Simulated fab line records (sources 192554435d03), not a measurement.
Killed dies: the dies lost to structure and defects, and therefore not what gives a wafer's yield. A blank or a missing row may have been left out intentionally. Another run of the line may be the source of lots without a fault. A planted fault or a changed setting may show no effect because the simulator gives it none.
Which tool is to blame? || flow n5_finfet || 25 wafers from 9 lots sampled at 7 of the route's 1938 steps

## WHAT THE GAUGES READ, wafer by wafer
N5_BEOL_M4_RC_MEAS_101. Usual: DIBL_N 36.6 mV/V, standard deviation 2.1; DIBL_P 36.3 mV/V, standard deviation 2.2; IOFF_N 0.16 nA/um, standard deviation 0.036; IOFF_P 0.21 nA/um, standard deviation 0.038; ION_N 671 uA/um, standard deviation 12; ION_P 460 uA/um, standard deviation 7.5; SS_N 71.8 mV/dec, standard deviation 0.72; SS_P 73.3 mV/dec, standard deviation 0.72; VT_N 250 mV, standard deviation 3.2; VT_P -250 mV, standard deviation 3.5.
{"lot": "L732", "measured": "day 9 20:33", "on": "prober-02", "DIBL_N (mV/V)": "38.0 39.1 40.2", "DIBL_P (mV/V)": "36.7 37.5 38.5", "IOFF_N (nA/um)": "0.17 0.18 0.21", "IOFF_P (nA/um)": "0.23 0.24 0.26", "ION_N (uA/um)": "659 674 673", "ION_P (uA/um)": "459 465 461", "SS_N (mV/dec)": "72.0 72.2 72.8", "SS_P (mV/dec)": "73.5 73.8 73.4", "VT_N (mV)": "249 248 245", "VT_P (mV)": "-247 -248 -247", "flag": ""}
{"lot": "L734", "measured": "day 10 02:48", "on": "prober-02", "DIBL_N (mV/V)": "34.4 35.4 32.6", "DIBL_P (mV/V)": "35.1 35.9 33.4", "IOFF_N (nA/um)": "0.13 0.15 0.11", "IOFF_P (nA/um)": "0.19 0.21 0.16", "ION_N (uA/um)": "663 678 666", "ION_P (uA/um)": "456 470 461", "SS_N (mV/dec)": "70.9 71.0 70.7", "SS_P (mV/dec)": "72.4 73.1 72.5", "VT_N (mV)": "252 249 252", "VT_P (mV)": "-252 -249 -252", "flag": ""}
{"lot": "L736", "measured": "day 11 02:38", "on": "prober-02", "DIBL_N (mV/V)": "38.5 32.7 37.1", "DIBL_P (mV/V)": "40.2 32.7 37.2", "IOFF_N (nA/um)": "0.19 0.10 0.17", "IOFF_P (nA/um)": "0.22 0.13 0.18", "ION_N (uA/um)": "668 649 660", "ION_P (uA/um)": "455 448 448", "SS_N (mV/dec)": "71.9 70.5 72.6", "SS_P (mV/dec)": "73.7 71.0 72.8", "VT_N (mV)": "248 256 251", "VT_P (mV)": "-253 -255 -255", "flag": ""}
{"lot": "L742", "measured": "day 12 08:22", "on": "prober-02", "DIBL_N (mV/V)": "32.8 33.8", "DIBL_P (mV/V)": "32.3 34.7", "IOFF_N (nA/um)": "0.12 0.15", "IOFF_P (nA/um)": "0.17 0.21", "ION_N (uA/um)": "668 684", "ION_P (uA/um)": "464 470", "SS_N (mV/dec)": "70.8 71.4", "SS_P (mV/dec)": "73.3 73.4", "VT_N (mV)": "254 248", "VT_P (mV)": "-250 -248", "flag": ""}
{"lot": "L743", "measured": "day 12 11:01", "on": "prober-02", "DIBL_N (mV/V)": "34.1 36.6", "DIBL_P (mV/V)": "35.0 37.4", "IOFF_N (nA/um)": "0.13 0.18", "IOFF_P (nA/um)": "0.18 0.21", "ION_N (uA/um)": "680 669", "ION_P (uA/um)": "464 456", "SS_N (mV/dec)": "71.4 72.4", "SS_P (mV/dec)": "72.3 73.0", "VT_N (mV)": "249 249", "VT_P (mV)": "-251 -252", "flag": ""}
{"lot": "L744", "measured": "day 12 15:39", "on": "prober-01", "DIBL_N (mV/V)": "37.1 36.6 35.7", "DIBL_P (mV/V)": "38.6 35.5 35.3", "IOFF_N (nA/um)": "0.14 0.13 0.12", "IOFF_P (nA/um)": "0.21 0.16 0.16", "ION_N (uA/um)": "657 653 648", "ION_P (uA/um)": "457 443 447", "SS_N (mV/dec)": "71.7 71.6 71.1", "SS_P (mV/dec)": "74.2 73.5 72.5", "VT_N (mV)": "252 254 255", "VT_P (mV)": "-251 -257 -254", "flag": ""}
{"lot": "L745", "measured": "day 12 19:21", "on": "prober-02", "DIBL_N (mV/V)": "37.9 35.5 36.4", "DIBL_P (mV/V)": "37.7 35.2 36.9", "IOFF_N (nA/um)": "0.18 0.14 0.16", "IOFF_P (nA/um)": "0.22 0.19 0.22", "ION_N (uA/um)": "672 667 682", "ION_P (uA/um)": "451 457 462", "SS_N (mV/dec)": "71.8 71.7 71.6", "SS_P (mV/dec)": "73.7 72.5 73.5", "VT_N (mV)": "250 254 249", "VT_P (mV)": "-253 -254 -251", "flag": ""}
{"lot": "L746", "measured": "day 13 02:57", "on": "prober-01", "DIBL_N (mV/V)": "37.2 33.6 34.7", "DIBL_P (mV/V)": "35.3 32.8 33.9", "IOFF_N (nA/um)": "0.16 0.12 0.14", "IOFF_P (nA/um)": "0.24 0.21 0.21", "ION_N (uA/um)": "658 666 667", "ION_P (uA/um)": "456 468 469", "SS_N (mV/dec)": "72.2 70.6 70.3", "SS_P (mV/dec)": "73.5 72.2 72.7", "VT_N (mV)": "251 255 247", "VT_P (mV)": "-246 -249 -246", "flag": ""}
{"lot": "L747", "measured": "day 13 11:47", "on": "prober-01", "DIBL_N (mV/V)": "36.2 36.7 34.0", "DIBL_P (mV/V)": "34.9 35.4 31.1", "IOFF_N (nA/um)": "0.14 0.14 0.10", "IOFF_P (nA/um)": "0.17 0.19 0.13", "ION_N (uA/um)": "672 673 659", "ION_P (uA/um)": "461 463 451", "SS_N (mV/dec)": "71.9 71.5 70.7", "SS_P (mV/dec)": "72.5 73.0 71.5", "VT_N (mV)": "251 250 254", "VT_P (mV)": "-255 -253 -258", "flag": ""}

N5_BEOL_M13_CD_MEAS_17 targets a cd of 190 nm. Usual: cd_nm at 189.6 nm, with a standard deviation of 1.7.
{"lot": "L732", "measured": "day 12 20:37", "on": "cd_sem-02", "cd_nm (nm)": "186.9 189.9 189.1", "flag": ""}
{"lot": "L734", "measured": "day 12 16:38", "on": "cd_sem-01", "cd_nm (nm)": "185.6 187.0 188.8", "flag": ""}
{"lot": "L736", "measured": "day 13 19:44", "on": "cd_sem-02", "cd_nm (nm)": "191.4 190.7 190.7", "flag": ""}
{"lot": "L742", "measured": "day 15 01:50", "on": "cd_sem-03", "cd_nm (nm)": "188.1 188.3", "flag": ""}
{"lot": "L743", "measured": "day 15 08:05", "on": "cd_sem-01", "cd_nm (nm)": "190.7 192.4", "flag": ""}
{"lot": "L744", "measured": "day 15 14:17", "on": "cd_sem-02", "cd_nm (nm)": "194.4 191.7 192.2", "flag": ""}
{"lot": "L745", "measured": "day 15 19:55", "on": "cd_sem-02", "cd_nm (nm)": "189.3 191.8 189.7", "flag": ""}
{"lot": "L746", "measured": "day 15 20:35", "on": "cd_sem-01", "cd_nm (nm)": "188.8 191.5 190.7", "flag": ""}
{"lot": "L747", "measured": "day 16 18:37", "on": "cd_sem-01", "cd_nm (nm)": "190.2 190.4 187.8", "flag": ""}

N5_BEOL_M13_THK_MEAS_50: measures by xrf. Usual: M13_THK gives 426 nm (standard deviation 7.6).
{"lot": "L732", "measured": "day 12 23:34", "on": "film_metro-01", "M13_THK (nm)": "- - -", "flag": "OFF"}
{"lot": "L734", "measured": "day 12 20:38", "on": "film_metro-02", "M13_THK (nm)": "- - -", "flag": "OFF"}
{"lot": "L736", "measured": "day 14 01:49", "on": "film_metro-01", "M13_THK (nm)": "408 418 406", "flag": ""}
{"lot": "L742", "measured": "day 15 04:43", "on": "film_metro-02", "M13_THK (nm)": "419 422", "flag": ""}
{"lot": "L743", "measured": "day 15 14:08", "on": "film_metro-01", "M13_THK (nm)": "417 408", "flag": ""}
{"lot": "L744", "measured": "day 15 17:53", "on": "film_metro-01", "M13_THK (nm)": "419 418 416", "flag": ""}
{"lot": "L745", "measured": "day 16 00:15", "on": "film_metro-02", "M13_THK (nm)": "435 426 425", "flag": ""}
{"lot": "L746", "measured": "day 16 01:20", "on": "film_metro-01", "M13_THK (nm)": "412 408 430", "flag": ""}
{"lot": "L747", "measured": "day 16 21:11", "on": "film_metro-01", "M13_THK (nm)": "442 422 427", "flag": ""}

N5_BEOL_M13_RS_MEAS_54: measurement is done with a four-point probe. Usual: M13_RS gives 0.0448 ohm/sq (standard deviation 0.00072).
{"lot": "L732", "measured": "day 12 23:41", "on": "film_metro-01", "M13_RS (ohm/sq)": "56.928 56.392 56.249", "flag": "OFF"}
{"lot": "L734", "measured": "day 12 20:46", "on": "film_metro-02", "M13_RS (ohm/sq)": "55.297 57.054 56.009", "flag": "OFF"}
{"lot": "L736", "measured": "day 14 01:57", "on": "film_metro-02", "M13_RS (ohm/sq)": "0.0465 0.0454 0.0466", "flag": ""}
{"lot": "L742", "measured": "day 15 04:52", "on": "film_metro-02", "M13_RS (ohm/sq)": "0.0450 0.0447", "flag": ""}
{"lot": "L743", "measured": "day 15 14:16", "on": "film_metro-01", "M13_RS (ohm/sq)": "0.0454 0.0467", "flag": ""}
{"lot": "L744", "measured": "day 15 18:03", "on": "film_metro-01", "M13_RS (ohm/sq)": "0.0450 0.0448 0.0451", "flag": ""}
{"lot": "L745", "measured": "day 16 00:23", "on": "film_metro-01", "M13_RS (ohm/sq)": "0.0442 0.0449 0.0452", "flag": ""}
{"lot": "L746", "measured": "day 16 01:28", "on": "film_metro-02", "M13_RS (ohm/sq)": "0.0462 0.0464 0.0441", "flag": ""}
{"lot": "L747", "measured": "day 16 21:19", "on": "film_metro-02", "M13_RS (ohm/sq)": "0.0433 0.0449 0.0445", "flag": ""}

## WHICH TOOL RAN EACH LOT (tool, then ch and the chambers of the sampled wafers, then the start)
{"lot": "L732", "N5_BEOL_M13_STRIP_63": "plasma_asher-01 ch 0,1, day 12 20:24", "N5_BEOL_M13_STRIP_37": "plasma_asher-01 ch 0,1, day 12 21:46", "N5_BEOL_M13_SPUTTER_45": "pvd_sputter-02, day 12 22:41"}
{"lot": "L734", "N5_BEOL_M13_STRIP_63": "plasma_asher-01 ch 0,1, day 12 16:26", "N5_BEOL_M13_STRIP_37": "plasma_asher-02 ch 0,1, day 12 17:41", "N5_BEOL_M13_SPUTTER_45": "pvd_sputter-02, day 12 19:41"}
{"lot": "L736", "N5_BEOL_M13_STRIP_63": "plasma_asher-01 ch 0,1, day 13 19:32", "N5_BEOL_M13_STRIP_37": "plasma_asher-02 ch 0,1, day 13 20:46", "N5_BEOL_M13_SPUTTER_45": "pvd_sputter-03, day 14 00:51"}
{"lot": "L742", "N5_BEOL_M13_STRIP_63": "plasma_asher-02 ch 0,1, day 15 01:38", "N5_BEOL_M13_STRIP_37": "plasma_asher-02 ch 0,1, day 15 03:05", "N5_BEOL_M13_SPUTTER_45": "pvd_sputter-03, day 15 03:50"}
{"lot": "L743", "N5_BEOL_M13_STRIP_63": "plasma_asher-02 ch 0,1, day 15 07:51", "N5_BEOL_M13_STRIP_37": "plasma_asher-01 ch 0,1, day 15 09:07", "N5_BEOL_M13_SPUTTER_45": "pvd_sputter-03, day 15 13:07"}
{"lot": "L744", "N5_BEOL_M13_STRIP_63": "plasma_asher-02 ch 0,1, day 15 14:05", "N5_BEOL_M13_STRIP_37": "plasma_asher-02 ch 0,1, day 15 15:19", "N5_BEOL_M13_SPUTTER_45": "pvd_sputter-02, day 15 17:01"}
{"lot": "L745", "N5_BEOL_M13_STRIP_63": "plasma_asher-01 ch 0,1, day 15 19:41", "N5_BEOL_M13_STRIP_37": "plasma_asher-01 ch 0,1, day 15 21:05", "N5_BEOL_M13_SPUTTER_45": "pvd_sputter-02, day 15 23:23"}
{"lot": "L746", "N5_BEOL_M13_STRIP_63": "plasma_asher-01 ch 0,1, day 15 20:20", "N5_BEOL_M13_STRIP_37": "plasma_asher-02 ch 1, day 15 21:53", "N5_BEOL_M13_SPUTTER_45": "pvd_sputter-02, day 16 00:12"}
{"lot": "L747", "N5_BEOL_M13_STRIP_63": "plasma_asher-01 ch 0,1, day 16 18:25", "N5_BEOL_M13_STRIP_37": "plasma_asher-01 ch 0,1, day 16 19:43", "N5_BEOL_M13_SPUTTER_45": "pvd_sputter-01, day 16 20:16"}
- N5_BEOL_M13_STRIP_63: strips in N2/H2.
- N5_BEOL_M13_STRIP_37: strips in N2/H2.
- N5_BEOL_M13_SPUTTER_45: material Cu, target thk 80 nm, time 13.33 s.

## WHAT THE TOOLS THEMSELVES READ (means of the sampled wafers that have a number; where no wafer has one, the mark that the record gives instead)
N5_BEOL_M13_STRIP_63. Usual: drypump_motor_current_A 5.44 A, standard deviation 0.12; heater_power_w 354 W, standard deviation 49; oes_product_au 0.673 a.u., standard deviation 0.005; strip_time_to_endpoint_s 27.6 s, standard deviation 1.2.
{"lot": "L732", "tool": "plasma_asher-01", "drypump_motor_current_A (A)": 5.45, "heater_power_w (W)": 321, "oes_product_au (a.u.)": 0.675, "strip_time_to_endpoint_s (s)": 27.0, "flag": ""}
{"lot": "L734", "tool": "plasma_asher-01", "drypump_motor_current_A (A)": 5.45, "heater_power_w (W)": 321, "oes_product_au (a.u.)": 0.675, "strip_time_to_endpoint_s (s)": 29.0, "flag": ""}
{"lot": "L736", "tool": "plasma_asher-01", "drypump_motor_current_A (A)": 5.53, "heater_power_w (W)": 322, "oes_product_au (a.u.)": 0.674, "strip_time_to_endpoint_s (s)": 27.0, "flag": ""}
{"lot": "L742", "tool": "plasma_asher-02", "drypump_motor_current_A (A)": 5.41, "heater_power_w (W)": 382, "oes_product_au (a.u.)": 0.676, "strip_time_to_endpoint_s (s)": 28.1, "flag": ""}
{"lot": "L743", "tool": "plasma_asher-02", "drypump_motor_current_A (A)": 5.40, "heater_power_w (W)": 389, "oes_product_au (a.u.)": 0.676, "strip_time_to_endpoint_s (s)": 28.0, "flag": ""}
{"lot": "L744", "tool": "plasma_asher-02", "drypump_motor_current_A (A)": 5.38, "heater_power_w (W)": 366, "oes_product_au (a.u.)": 0.673, "strip_time_to_endpoint_s (s)": 28.1, "flag": ""}
{"lot": "L745", "tool": "plasma_asher-01", "drypump_motor_current_A (A)": 5.45, "heater_power_w (W)": 329, "oes_product_au (a.u.)": 0.670, "strip_time_to_endpoint_s (s)": 25.8, "flag": ""}
{"lot": "L746", "tool": "plasma_asher-01", "drypump_motor_current_A (A)": 5.44, "heater_power_w (W)": 325, "oes_product_au (a.u.)": 0.675, "strip_time_to_endpoint_s (s)": 28.1, "flag": ""}
{"lot": "L747", "tool": "plasma_asher-01", "drypump_motor_current_A (A)": 5.43, "heater_power_w (W)": 316, "oes_product_au (a.u.)": 0.674, "strip_time_to_endpoint_s (s)": 28.6, "flag": ""}

N5_BEOL_M13_STRIP_37. Usual: drypump_motor_current_A 5.44 A, standard deviation 0.12; heater_power_w 356 W, standard deviation 50; oes_product_au 0.784 a.u., standard deviation 0.012.
{"lot": "L732", "tool": "plasma_asher-01", "drypump_motor_current_A (A)": 5.53, "heater_power_w (W)": 323, "oes_product_au (a.u.)": 0.785, "flag": ""}
{"lot": "L734", "tool": "plasma_asher-02", "drypump_motor_current_A (A)": 5.37, "heater_power_w (W)": 374, "oes_product_au (a.u.)": 0.773, "flag": ""}
{"lot": "L736", "tool": "plasma_asher-02", "drypump_motor_current_A (A)": 5.42, "heater_power_w (W)": 401, "oes_product_au (a.u.)": 0.792, "flag": ""}
{"lot": "L742", "tool": "plasma_asher-02", "drypump_motor_current_A (A)": 5.43, "heater_power_w (W)": 378, "oes_product_au (a.u.)": 0.800, "flag": ""}
{"lot": "L743", "tool": "plasma_asher-01", "drypump_motor_current_A (A)": 5.48, "heater_power_w (W)": 321, "oes_product_au (a.u.)": 0.782, "flag": ""}
{"lot": "L744", "tool": "plasma_asher-02", "drypump_motor_current_A (A)": 5.41, "heater_power_w (W)": 367, "oes_product_au (a.u.)": 0.785, "flag": ""}
{"lot": "L745", "tool": "plasma_asher-01", "drypump_motor_current_A (A)": 5.44, "heater_power_w (W)": 319, "oes_product_au (a.u.)": 0.779, "flag": ""}
{"lot": "L746", "tool": "plasma_asher-02", "drypump_motor_current_A (A)": 5.30, "heater_power_w (W)": 326, "oes_product_au (a.u.)": 0.789, "flag": ""}
{"lot": "L747", "tool": "plasma_asher-01", "drypump_motor_current_A (A)": 5.53, "heater_power_w (W)": 318, "oes_product_au (a.u.)": 0.776, "flag": ""}

N5_BEOL_M13_SPUTTER_45. Usual: bias_v 60.0 V, standard deviation 0.6; cathode_dc_power_W 26000 W, standard deviation 4.9; chuck_sensor_temp_C -16.0 C, standard deviation 0.38; throttle_valve_pct 29.8 %, standard deviation 0.94.
{"lot": "L732", "tool": "pvd_sputter-02", "bias_v (V)": "-", "cathode_dc_power_W (W)": "-", "chuck_sensor_temp_C (C)": "-", "throttle_valve_pct (%)": "-", "flag": "OFF"}
{"lot": "L734", "tool": "pvd_sputter-02", "bias_v (V)": "-", "cathode_dc_power_W (W)": "-", "chuck_sensor_temp_C (C)": "-", "throttle_valve_pct (%)": "-", "flag": "OFF"}
{"lot": "L736", "tool": "pvd_sputter-03", "bias_v (V)": 60.0, "cathode_dc_power_W (W)": 26003, "chuck_sensor_temp_C (C)": -16.0, "throttle_valve_pct (%)": 30.0, "flag": ""}
{"lot": "L742", "tool": "pvd_sputter-03", "bias_v (V)": 60.6, "cathode_dc_power_W (W)": 26010, "chuck_sensor_temp_C (C)": -15.5, "throttle_valve_pct (%)": 29.7, "flag": ""}
{"lot": "L743", "tool": "pvd_sputter-03", "bias_v (V)": 59.2, "cathode_dc_power_W (W)": 26000, "chuck_sensor_temp_C (C)": -16.1, "throttle_valve_pct (%)": 30.2, "flag": ""}
{"lot": "L744", "tool": "pvd_sputter-02", "bias_v (V)": 60.1, "cathode_dc_power_W (W)": 25996, "chuck_sensor_temp_C (C)": -16.0, "throttle_valve_pct (%)": 29.8, "flag": ""}
{"lot": "L745", "tool": "pvd_sputter-02", "bias_v (V)": 59.4, "cathode_dc_power_W (W)": 25999, "chuck_sensor_temp_C (C)": -16.0, "throttle_valve_pct (%)": 29.5, "flag": ""}
{"lot": "L746", "tool": "pvd_sputter-02", "bias_v (V)": 60.0, "cathode_dc_power_W (W)": 26003, "chuck_sensor_temp_C (C)": -15.9, "throttle_valve_pct (%)": 30.1, "flag": ""}
{"lot": "L747", "tool": "pvd_sputter-01", "bias_v (V)": 60.0, "cathode_dc_power_W (W)": 25996, "chuck_sensor_temp_C (C)": -15.7, "throttle_valve_pct (%)": 29.8, "flag": ""}

## THE ANSWER, worked out from the rows above alone
Rule: take the mean of a lot's wafers that have a number; if it is more than 3 standard deviations from the usual mean, the lot is off. Also off: a lot with no number at a reading for which 4 or more lots have one. Where the step has rows for the other lots, those lots are counted as sound. After the gauges, taken in route order, come the tools' own readings; for these a lot's mean is taken, as printed above. The first step at which some lot is off is used, and at that step the reading that is off furthest; a lot without a number counts as furthest.
Off: at N5_BEOL_M13_THK_MEAS_50 (M13_THK), L732, L734. Without a number there: L732, L734.
If a tool, at a process step before that reading, ran all the lots that are off and no sound lot after the first of them, it fits. The gauges at N5_BEOL_M13_THK_MEAS_50 aren't tried: what is off there is off at N5_BEOL_M13_SPUTTER_45 too, on other tools, and a gauge's error can't cause that. No candidate that was tried fits.

## WHAT HAD BEEN PUT IN BY THE SIMULATOR
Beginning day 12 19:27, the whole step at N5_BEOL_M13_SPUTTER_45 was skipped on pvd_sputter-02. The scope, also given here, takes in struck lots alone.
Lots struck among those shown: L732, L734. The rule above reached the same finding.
